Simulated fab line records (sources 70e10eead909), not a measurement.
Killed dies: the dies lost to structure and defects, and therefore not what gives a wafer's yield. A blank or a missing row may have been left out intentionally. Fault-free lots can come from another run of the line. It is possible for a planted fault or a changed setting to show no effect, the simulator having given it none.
Which tool did it? || flow nand_harc || 6 lots with 18 wafers sampled at 4 steps, on a route of 1302 steps

WHAT THE GAUGES READ, wafer by wafer
NHARC_THIN_TSV_CD_MEAS_37.
{"lot": "L814", "measured": "day 24 06:56", "on": "cd_sem-01", "cd_nm (nm)": "5000.6 4999.8 4998.8"}
{"lot": "L818", "measured": "day 26 11:53", "on": "cd_sem-01", "cd_nm (nm)": "5002.3 4998.7 4998.8"}
{"lot": "L825", "measured": "day 29 08:14", "on": "cd_sem-01", "cd_nm (nm)": "5001.3 5002.0 5000.9"}
{"lot": "L830", "measured": "day 31 12:02", "on": "cd_sem-01", "cd_nm (nm)": "4998.9 4997.0 4999.5"}
{"lot": "L834", "measured": "day 33 04:14", "on": "cd_sem-03", "cd_nm (nm)": "5002.0 4998.9 4997.6"}
{"lot": "L836", "measured": "day 34 02:35", "on": "cd_sem-01", "cd_nm (nm)": "5001.3 4998.4 5000.3"}

TOOL THAT RAN EACH LOT (tool first, then ch and the chambers of the sampled wafers, then the start)
{"lot": "L814", "NHARC_A_M1_DEGAS_29": "pvd_sputter-02, day 23 05:24", "NHARC_A_M1_PRE_CLEAN_32": "pecvd-03 ch 1,2, day 23 07:03", "NHARC_A_BONDPAD_STRIP_15": "rie_diel-05 ch 0,2,3, day 23 09:29"}
{"lot": "L818", "NHARC_A_M1_DEGAS_29": "pvd_sputter-03, day 25 12:02", "NHARC_A_M1_PRE_CLEAN_32": "pecvd-03 ch 0,1, day 25 13:43", "NHARC_A_BONDPAD_STRIP_15": "rie_diel-11 ch 0,1,3, day 25 16:22"}
{"lot": "L825", "NHARC_A_M1_DEGAS_29": "pvd_sputter-01, day 28 06:37", "NHARC_A_M1_PRE_CLEAN_32": "pecvd-01 ch 0,1, day 28 08:15", "NHARC_A_BONDPAD_STRIP_15": "rie_diel-05 ch 0,1,2, day 28 10:34"}
{"lot": "L830", "NHARC_A_M1_DEGAS_29": "pvd_sputter-02, day 30 09:59", "NHARC_A_M1_PRE_CLEAN_32": "pecvd-04 ch 1,2, day 30 11:36", "NHARC_A_BONDPAD_STRIP_15": "rie_diel-11 ch 0,2,3, day 30 13:56"}
{"lot": "L834", "NHARC_A_M1_DEGAS_29": "pvd_sputter-03, day 31 17:30", "NHARC_A_M1_PRE_CLEAN_32": "pecvd-04 ch 1,2, day 31 19:15", "NHARC_A_BONDPAD_STRIP_15": "rie_diel-11 ch 0,3, day 31 21:43"}
{"lot": "L836", "NHARC_A_M1_DEGAS_29": "pvd_sputter-03, day 32 21:08", "NHARC_A_M1_PRE_CLEAN_32": "pecvd-03 ch 1,2, day 32 23:04", "NHARC_A_BONDPAD_STRIP_15": "rie_diel-11 ch 2,3, day 33 01:27"}
- NHARC_A_M1_DEGAS_29: time 60 s.
- NHARC_A_M1_PRE_CLEAN_32: time 12 s.
- NHARC_A_BONDPAD_STRIP_15: strips in O2.

THE ANSWER, worked out from the rows above alone
Rule: the lots themselves supply what counts as usual. The widest of any qualifying gaps counts: lots, ordered by their means at a reading, are off when they make up no more than a third of the lots, leave a main group of 4 or more, and stand apart from it by 3 or more times the standard deviation of that group's means. If all means in a main group match to the digits the tables above print for the reading, that group is not used. A lot without any number at a reading at which 4 lots or more have one is off too. Where the step has rows for the other lots, those lots are counted as sound.
No lot is off at any reading shown: from this, nothing can be told.

WHAT THE SIMULATOR HAD INSERTED
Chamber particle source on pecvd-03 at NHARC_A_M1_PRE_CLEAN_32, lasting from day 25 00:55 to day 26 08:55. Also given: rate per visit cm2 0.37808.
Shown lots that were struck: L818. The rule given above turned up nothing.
